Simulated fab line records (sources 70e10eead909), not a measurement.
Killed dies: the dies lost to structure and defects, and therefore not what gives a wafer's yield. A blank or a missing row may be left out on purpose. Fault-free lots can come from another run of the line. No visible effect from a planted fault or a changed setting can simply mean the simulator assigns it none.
fab line records ; flow nand_harc
[record] lots = 13; wafers = 37; last_day = 25
route steps=1159 shown A_BONDPAD@1060 THIN_TSV@1136 END@1159
lots that met no fault: from a run of the same line without faults
start_h: the number of hours between the record's first day and the start of the first shown wafer of the lot ; wait_h: hours from the lot's prior step to this one ; " repeats the value in the row above ; L1.1+2: a row that stands for several wafers ; - either no value or no given start ; * or withheld: withheld ; < > ~ a bound
route shown NAME@n: a module of which the file shows steps, and the number in the route of the first ; usual: the fault-free wafers' mean and standard deviation ; same: alike in all rows ; chamber/n: place in a boat ; sites: per-site readings ; _std_site: standard deviation across them ; _edge_site: outer sites' mean less inner sites' ; radius_mm: for every site, how far away it sits from the centre of the wafer ; mask NAME#n: copy n ; behind: the most recent tool/chamber to have shaped the wafer ; hold: why the lot was held/for how many hours/how that ended ; device: whichever transistor did not switch (one of n, p or np) ; end of line: tests of these same wafers at the route's end ; a step with no rows: only its recipe ; killed: at the first sort, the dies lost to defects and structure; wafer yield is something else ; map: the dies of a wafer, with x for killed, . for not killed, _ for no die there
set.NAME: the setting that was run; set.NAME@STEP: the one run at that earlier step ; model.NAME: the simulator's own value behind a step, which no gauge read
steps of the route over a sample of lots; a table a step, a row a wafer
services: when a tool's chamber went out of use (start_h, in hours from the record's first day, below 0 if earlier), for how many hours, and the reason
[[steps]]
[step NHARC_A_BONDPAD_CMP_29]
[recipe] target_thk_nm = 200; material = SiCN
[usual] motor_current_A = 12.2/1.4
lot.wafer;tool;chamber;start_h;wait_h;motor_current_A
L287.4;cmp-01;3;414.67;-;11.1
L287.5;cmp-01;3;414.67;-;11.3
L287.6;cmp-01;0;414.67;-;10.6
L288.3;cmp-02;0;417.01;-;13.8
L288.6;cmp-02;2;417.01;-;13.1
L288.5;cmp-02;3;417.01;-;12.1
L289.1;cmp-01;0;420.41;-;10.0
L289.4;cmp-01;1;420.41;-;13.8
L289.6;cmp-01;1;420.41;-;13.8
L301.4;cmp-02;1;498.44;-;14.9
L301.5;cmp-02;2;498.44;-;13.5
L301.6;cmp-02;3;498.44;-;11.4
L298.4;cmp-04;2;512.70;-;11.0
L303.2;cmp-02;0;513.29;-;13.1
L303.4;cmp-02;2;513.29;-;12.4
L303.5;cmp-02;1;513.29;-;14.6
L306.2;cmp-02;0;515.99;-;13.7
L306.3;cmp-02;1;515.99;-;15.4
L306.1;cmp-02;3;515.99;-;11.3
L304.2;cmp-02;1;520.89;-;14.5
L304.4;cmp-02;2;520.89;-;12.8
L304.6;cmp-02;1;520.89;-;14.3
L308.2;cmp-04;0;522.83;-;11.6
L308.4;cmp-04;2;522.83;-;11.1
L308.6;cmp-04;1;522.83;-;11.1
L302.1;cmp-01;2;533.21;-;11.5
L302.3;cmp-01;1;533.21;-;13.3
L302.6;cmp-01;2;533.21;-;11.6
L307.4;cmp-01;2;535.97;-;11.2
L307.1;cmp-01;0;535.97;-;10.6
L307.6;cmp-01;2;535.97;-;11.6
L310.1;cmp-04;2;541.18;-;11.1
L310.2;cmp-04;0;541.18;-;11.7
L310.6;cmp-04;3;541.18;-;13.2
L309.2;cmp-01;1;541.54;-;13.2
L309.3;cmp-01;3;541.54;-;11.5
L309.5;cmp-01;0;541.54;-;10.5
[step NHARC_A_BONDPAD_CD_MEAS_09]
[recipe] target_cd_nm = 500; landing_energy_ev = 500
[usual] cd_nm = 500.2/1.6
lot.wafer;tool;chamber;start_h;wait_h;cd_nm
L287.4;cd_sem-01;0;415.50;-;500.5
L287.5;cd_sem-01;0;415.50;-;501.2
L287.6;cd_sem-01;0;415.50;-;501.3
L288.3;cd_sem-02;0;417.66;-;501.2
L288.5;cd_sem-02;0;417.66;-;502.4
L288.6;cd_sem-02;0;417.66;-;500.6
L289.1;cd_sem-01;0;421.10;-;499.9
L289.4;cd_sem-01;0;421.10;-;498.2
L289.6;cd_sem-01;0;421.10;-;501.0
L301.4;cd_sem-02;0;499.20;-;500.7
L301.5;cd_sem-02;0;499.20;-;502.5
L301.6;cd_sem-02;0;499.20;-;501.3
L298.4;cd_sem-02;0;513.48;-;499.3
L303.2;cd_sem-01;0;513.98;-;499.7
L303.4;cd_sem-01;0;513.98;-;499.9
L303.5;cd_sem-01;0;513.98;-;498.9
L306.1;cd_sem-03;0;516.82;-;502.5
L306.2;cd_sem-03;0;516.82;-;500.7
L306.3;cd_sem-03;0;516.82;-;499.0
L304.2;cd_sem-02;0;521.69;-;501.0
L304.4;cd_sem-02;0;521.69;-;500.8
L304.6;cd_sem-02;0;521.69;-;500.6
L308.2;cd_sem-01;0;523.65;-;500.5
L308.4;cd_sem-01;0;523.65;-;499.0
L308.6;cd_sem-01;0;523.65;-;500.1
L302.1;cd_sem-02;0;534.03;-;499.5
L302.3;cd_sem-02;0;534.03;-;499.6
L302.6;cd_sem-02;0;534.03;-;499.3
L307.1;cd_sem-02;0;536.79;-;502.7
L307.4;cd_sem-02;0;536.79;-;501.6
L307.6;cd_sem-02;0;536.79;-;502.7
L310.1;cd_sem-03;0;541.99;-;499.1
L310.2;cd_sem-03;0;541.99;-;498.4
L310.6;cd_sem-03;0;541.99;-;498.7
L309.2;cd_sem-02;0;542.33;-;502.9
L309.3;cd_sem-02;0;542.33;-;500.6
L309.5;cd_sem-02;0;542.33;-;499.9
[step NHARC_THIN_TSV_DEGAS_53]
[recipe] temp_c = 300; time_s = 60
[usual] heater_power_w = 474/67
lot.wafer;tool;chamber;start_h;wait_h;heater_power_w
L287.4;pvd_sputter-03;-;439.60;0.1;537
L287.6;pvd_sputter-03;-;439.60;0.1;410
L287.5;pvd_sputter-03;-;439.60;0.1;466
L288.3;pvd_sputter-03;-;442.15;0.1;564
L288.6;pvd_sputter-03;-;442.15;0.1;561
L288.5;pvd_sputter-03;-;442.15;0.1;418
L289.1;pvd_sputter-03;-;443.20;0.1;407
L289.4;pvd_sputter-03;-;443.20;0.1;462
L289.6;pvd_sputter-03;-;443.20;0.1;407
L301.4;pvd_sputter-02;-;521.35;0.1;433
L301.6;pvd_sputter-02;-;521.35;0.1;433
L301.5;pvd_sputter-02;-;521.35;0.1;424
L298.4;pvd_sputter-01;-;532.77;0.1;466
L303.4;pvd_sputter-03;-;534.55;0.1;404
L303.2;pvd_sputter-03;-;534.55;0.1;408
L303.5;pvd_sputter-03;-;534.55;0.1;400
L306.2;pvd_sputter-01;-;535.77;0.1;358
L306.3;pvd_sputter-01;-;535.77;0.1;483
L306.1;pvd_sputter-01;-;535.77;0.1;396
L304.4;pvd_sputter-03;-;545.70;0.1;553
L304.2;pvd_sputter-03;-;545.70;0.1;407
L304.6;pvd_sputter-03;-;545.70;0.1;415
L308.4;pvd_sputter-02;-;546.97;0.1;433
L308.2;pvd_sputter-02;-;546.97;0.1;445
L308.6;pvd_sputter-02;-;546.97;0.1;577
L302.3;pvd_sputter-03;-;555.75;0.1;405
L302.1;pvd_sputter-03;-;555.75;0.1;422
L302.6;pvd_sputter-03;-;555.75;0.1;418
L307.4;pvd_sputter-01;-;556.81;0.1;404
L307.1;pvd_sputter-01;-;556.81;0.1;546
L307.6;pvd_sputter-01;-;556.81;0.1;399
L310.1;pvd_sputter-03;-;562.32;0.1;427
L310.2;pvd_sputter-03;-;562.32;0.1;553
L310.6;pvd_sputter-03;-;562.32;0.1;523
L309.3;pvd_sputter-02;-;563.64;0.1;432
L309.2;pvd_sputter-02;-;563.64;0.1;443
L309.5;pvd_sputter-02;-;563.64;0.1;425
[step NHARC_THIN_TSV_ETCH_36]
[recipe] target_depth_a = 650; over_etch_frac = 0.3; time_s = 18.571; ion_energy_ev = 150; chemistry = Cl2/BCl3
[usual] drypump_motor_current_A = 5.9/0.45; oes_product_au = 1.003/0.0072
lot.wafer;tool;chamber;start_h;wait_h;drypump_motor_current_A;oes_product_au;rf_hours_counter_h
L287.4;rie_metal-01;0;441.32;0.1;5.7;1.011;-
L287.6;rie_metal-01;1;441.32;0.1;5.9;1.006;-
L287.5;rie_metal-01;0;441.32;0.1;5.7;1.018;-
L288.3;rie_metal-01;1;443.70;0.2;5.9;1.001;-
L288.6;rie_metal-01;0;443.70;0.2;5.7;1.009;-
L288.5;rie_metal-01;1;443.70;0.2;5.9;1.003;-
L289.1;rie_metal-03;1;444.92;0.2;6.8;1.002;4.8
L289.4;rie_metal-03;0;444.92;0.2;6.0;1.005;-
L289.6;rie_metal-03;1;444.92;0.2;6.8;1.001;-
L301.4;rie_metal-02;1;523.08;0.1;5.4;0.820;-
L301.5;rie_metal-02;0;523.08;0.1;5.5;0.830;-
L301.6;rie_metal-02;1;523.08;0.1;5.4;0.990;-
L298.4;rie_metal-02;1;534.48;0.2;5.4;0.816;-
L303.2;rie_metal-03;0;536.37;0.2;6.0;0.995;1.8
L303.4;rie_metal-03;0;536.37;0.2;6.1;1.003;-
L303.5;rie_metal-03;0;536.37;0.2;6.0;1.009;-
L306.2;rie_metal-03;1;537.47;0.2;6.8;1.004;2.0
L306.1;rie_metal-03;0;537.47;0.2;6.1;1.010;2.0
L306.3;rie_metal-03;1;537.47;0.2;6.8;1.002;-
L304.2;rie_metal-03;0;547.37;0.2;6.0;1.008;2.3
L304.4;rie_metal-03;0;547.37;0.2;6.0;1.008;-
L304.6;rie_metal-03;1;547.37;0.2;6.8;0.994;-
L308.2;rie_metal-01;0;548.54;0.2;5.7;0.981;1.4
L308.4;rie_metal-01;0;548.54;0.2;5.7;0.994;-
L308.6;rie_metal-01;1;548.54;0.2;5.9;1.002;-
L302.1;rie_metal-03;0;557.34;0.2;6.0;1.006;2.6
L302.3;rie_metal-03;1;557.34;0.2;6.8;0.996;-
L302.6;rie_metal-03;0;557.34;0.2;6.0;0.999;-
L307.1;rie_metal-01;0;558.38;0.2;5.7;0.994;1.6
L307.4;rie_metal-01;1;558.38;0.2;5.9;1.002;-
L307.6;rie_metal-01;1;558.38;0.2;5.9;1.008;-
L310.2;rie_metal-03;1;563.89;0.2;6.7;0.996;2.8
L310.1;rie_metal-03;0;563.89;0.2;6.0;0.989;2.8
L310.6;rie_metal-03;1;563.89;0.2;6.8;0.996;-
L309.2;rie_metal-01;0;565.22;0.2;5.7;1.002;1.9
L309.3;rie_metal-01;0;565.22;0.2;5.7;1.002;-
L309.5;rie_metal-01;0;565.22;0.2;5.7;0.998;-
[step NHARC_END_SORT_01]
[recipe] temp_c = 25
[usual] defect_limited_yield = 95.7/1.5; killed_at_array = 25/9.8; killed_at_other = 0.8/1.1; killed_at_periphery = 3.3/2.1; killed_dies = 29/10; killed_open = 3.3/1.8; killed_short = 1.9/1.4; sort_bin_2_pct = 1.3/0.6; sort_bin_3_pct = 0.25/0.23; sort_bin_4_pct = 2.8/0.97; sort_n_pass = 648/10; sort_rim_yield_pct = 95/3.2; sort_yield_pct = 95.7/1.5
[same] gross_dies = 677; sort_bin_5_pct[%] = 0; sort_bin_6_pct[%] = 0; sort_bin_7_pct[%] = 0; sort_bin_8_pct[%] = 0; sort_rim_n_gross = 106.00
lot.wafer;tool;chamber;start_h;wait_h;defect_limited_yield[%];killed_at_array;killed_at_other;killed_at_periphery;killed_dies;killed_open;killed_short;sort_bin_2_pct[%];sort_bin_3_pct[%];sort_bin_4_pct[%];sort_n_pass;sort_rim_yield_pct[%];sort_yield_pct[%]
L301.4;prober-01;0;533.84;3.4;94.5;31;3;3;37;2;2;2.2;0.30;3.0;640;94;94.5
L301.5;prober-01;0;534.64;3.7;95.9;20;2;6;28;3;4;1.2;0.30;2.7;649;92;95.9
L301.6;prober-01;0;535.44;4.0;94.7;30;3;3;36;2;2;1.8;0.30;3.2;641;93;94.7
L298.4;prober-01;0;542.82;3.4;95.6;24;1;5;30;3;4;1.2;0.15;3.1;647;95;95.6
L302.1;prober-01;0;571.53;2.5;96.9;19;2;0;21;2;3;0.9;0.15;2.1;656;93;96.9
L302.3;prober-01;0;573.14;3.1;95.3;28;1;3;32;1;3;1.5;0.30;3.0;645;94;95.3
L302.6;prober-01;0;575.55;4.0;95.6;26;0;4;30;5;4;1.5;0.30;2.7;647;92;95.6
L310.1;prober-01;0;587.17;2.5;96.3;23;0;2;25;2;1;1.5;0.30;1.9;652;93;96.3
L310.2;prober-01;0;587.96;2.8;98.2;12;0;0;12;0;0;0.4;0;1.3;665;98;98.2
L310.6;prober-01;0;591.12;4.0;96.3;23;0;2;25;3;3;1.2;0.30;2.2;652;96;96.3
// killed by level:class
L301.4 A_CHANNEL_HOLE_D1:chamber_film_flake=16 A_CONTACT:chamber_film_flake=6 A_STAIRCASE:chamber_film_flake=3 THIN_TSV:chamber_film_flake=3 A_ONON_D1:geometric_particle:short=2 A_M0:chamber_film_flake=2 P_CONTACT:geometric_particle:open=1 A_WL_FILL:geometric_particle:open=1
L301.5 A_CHANNEL_HOLE_D1:chamber_film_flake=9 P_STI:chamber_film_flake=3 A_STAIRCASE:chamber_film_flake=3 A_CONTACT:chamber_film_flake=3 P_CONTACT:geometric_particle:short=2 THIN_TSV:chamber_film_flake=2 P_CONTACT:geometric_particle:open=1 A_ONON_D1:geometric_particle:short=1
L301.6 A_CHANNEL_HOLE_D1:chamber_film_flake=15 A_STAIRCASE:chamber_film_flake=6 A_CONTACT:chamber_film_flake=6 THIN_TSV:chamber_film_flake=3 A_ONON_D1:geometric_particle:open=2 P_CONTACT:geometric_particle:short=1 A_CONTACT:geometric_particle:short=1 P_STI:chamber_film_flake=1
L298.4 A_CHANNEL_HOLE_D1:chamber_film_flake=18 A_WL_FILL:geometric_particle:short=2 P_STI:chamber_film_flake=2 P_CONTACT:geometric_particle:open=1 P_M0:geometric_particle:open=1 P_M2:geometric_particle:open=1 A_SGD_CUT:geometric_particle:short=1 A_SLIT:geometric_particle:short=1
L302.1 A_CHANNEL_HOLE_D1:chamber_film_flake=6 A_CONTACT:chamber_film_flake=4 A_STAIRCASE:chamber_film_flake=3 A_CONTACT:geometric_particle:open=2 THIN_TSV:chamber_film_flake=2 A_CHANNEL_FILL_D1:geometric_particle:short=1 A_STAIRCASE:geometric_particle:short=1 A_WL_FILL:geometric_particle:short=1
L302.3 A_CHANNEL_HOLE_D1:chamber_film_flake=19 A_CONTACT:chamber_film_flake=3 A_WL_FILL:chamber_film_flake=2 P_M0:geometric_particle:short=1 A_ONON_D1:geometric_particle:short=1 A_CONTACT:geometric_particle:open=1 A_CONTACT:geometric_particle:short=1 P_ZERO_WELL:chamber_film_flake=1
L302.6 A_CHANNEL_HOLE_D1:chamber_film_flake=13 A_STAIRCASE:chamber_film_flake=5 P_STI:geometric_particle:short=1 P_M2:geometric_particle:open=1 A_SOURCE_PLATE:geometric_particle:short=1 A_ONON_D1:geometric_particle:open=1 A_SGD_CUT:geometric_particle:open=1 A_WL_FILL:geometric_particle:short=1
L310.1 A_CHANNEL_HOLE_D1:chamber_film_flake=7 A_STAIRCASE:chamber_film_flake=6 A_CONTACT:chamber_film_flake=6 A_CHANNEL_FILL_D1:geometric_particle:open=1 A_WL_FILL:geometric_particle:short=1 A_WL_FILL:geometric_particle:open=1 P_GATE:chamber_film_flake=1 P_BONDPAD:chamber_film_flake=1
L310.2 A_CHANNEL_HOLE_D1:chamber_film_flake=6 A_STAIRCASE:chamber_film_flake=3 A_CONTACT:chamber_film_flake=2 A_CHANNEL_FILL_D1:chamber_film_flake=1
L310.6 A_CHANNEL_HOLE_D1:chamber_film_flake=9 A_STAIRCASE:chamber_film_flake=4 A_CHANNEL_FILL_D1:chamber_film_flake=3 A_WL_FILL:geometric_particle:open=2 P_M2:geometric_particle:short=1 A_CONTACT:geometric_particle:short=1 A_CONTACT:geometric_particle:open=1 A_BLC:geometric_particle:short=1
[[services]]
tool;chamber;start_h;hours;kind
rie_metal-01;-;391.45;1.5;repair
pvd_sputter-02;-;392.06;10.0;pm
cmp-04;-;400.04;4.0;pm
rie_metal-03;-;414.47;0.5;repair
pvd_sputter-01;-;423.68;14.6;repair
cmp-02;-;440.17;4.0;pm
cmp-01;-;440.52;10.1;repair
cmp-02;-;444.17;-;consumable_replace:conditioner
cmp-02;-;444.17;-;consumable_replace:pad
rie_metal-01;1;448.59;15.4;repair
pvd_sputter-01;-;452.56;1.1;repair
rie_metal-03;-;453.00;9.0;pm
rie_metal-03;0;453.00;9.0;vent_cycle
rie_metal-03;1;453.00;9.0;vent_cycle
pvd_sputter-03;-;456.19;2.4;repair
rie_metal-03;0;462.00;-;clean
rie_metal-03;1;462.00;-;clean
cmp-01;-;473.50;4.0;pm
pvd_sputter-03;-;487.68;5.5;repair
cmp-04;-;498.04;4.0;pm
rie_metal-01;-;509.00;9.0;pm
pvd_sputter-01;-;518.03;10.0;pm
cmp-02;-;538.17;4.0;pm
rie_metal-02;-;565.19;9.0;pm
[[key]]
[first_sign] step = NHARC_THIN_TSV_ETCH_36; reading = oes_product_au; direction = down; sigmas = 25; usual = 1.003; struck = 0.822
effect none on later readings
met_at NHARC_THIN_TSV_ETCH_36
struck_lots L298,L301
struck_wafers L298.4,L301.4,L301.5
not_acting_at NHARC_A_BONDPAD_CMP_29,NHARC_A_BONDPAD_CD_MEAS_09,NHARC_THIN_TSV_DEGAS_53
[fault] kind = process_parameter_drift; tool = rie_metal-02; chamber = -; onset_h = 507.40; steps = NHARC_THIN_TSV_ETCH_36; channel = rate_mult; offset = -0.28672; shape = step; end_h = 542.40; scope = struck_wafers_only
